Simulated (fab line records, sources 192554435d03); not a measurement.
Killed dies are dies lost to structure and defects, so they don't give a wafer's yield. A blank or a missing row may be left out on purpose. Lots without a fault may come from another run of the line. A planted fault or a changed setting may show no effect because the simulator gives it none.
Chamber matching | flow n5_finfet | N5_BEOL_M1_ETCH_63 on rie_diel-03: 4 sister chambers
The step etches SiARC in CF4, target depth 15.6 nm, time 26 s. 4 wafers are shown with their chamber, then 10 later ones without.

WAFERS WITH THEIR CHAMBER
wafer  | chamber | drypump_motor_current_A (A)
L082.3 | 2       | 5.5
L085.4 | 0       | 5.4
L087.4 | 1       | 6.2
L087.5 | 3       | 5.2

WAFERS WITHOUT THEIR CHAMBER
wafer  | drypump_motor_current_A (A)
L087.6 | 5.4
L089.2 | 5.4
L089.3 | 5.2
L089.6 | 6.3
L094.4 | 5.4
L094.5 | 6.2
L094.6 | 5.2
L097.3 | 6.2
L097.4 | 5.4
L097.6 | 6.2

WHICH CHAMBER EACH WENT THROUGH
wafer  | from the rows above | in truth
L087.6 | 0                   | 0
L089.2 | 0                   | 0
L089.3 | 3                   | 3
L089.6 | 1                   | 1
L094.4 | 0                   | 0
L094.5 | 1                   | 1
L094.6 | 3                   | 3
L097.3 | 1                   | 1
L097.4 | 0                   | 0
L097.6 | 1                   | 1
Placed correctly: 10 of 10. Can't be placed from these rows: 0. Placed wrongly: 0.
How it was worked out, from the rows above alone: a wafer's distance from a chamber is the root of the sum, over the readings, of the square of ((its reading less the chamber's mean) divided by the reading's scatter). The wafer belongs to the nearest chamber; if the next one is less than 2 further off, it can't be placed. A chamber's mean is the mean of its shown wafers. The scatter: with one shown wafer a chamber, the root of the mean of the squares of how far each hidden wafer lies from its nearest shown one.
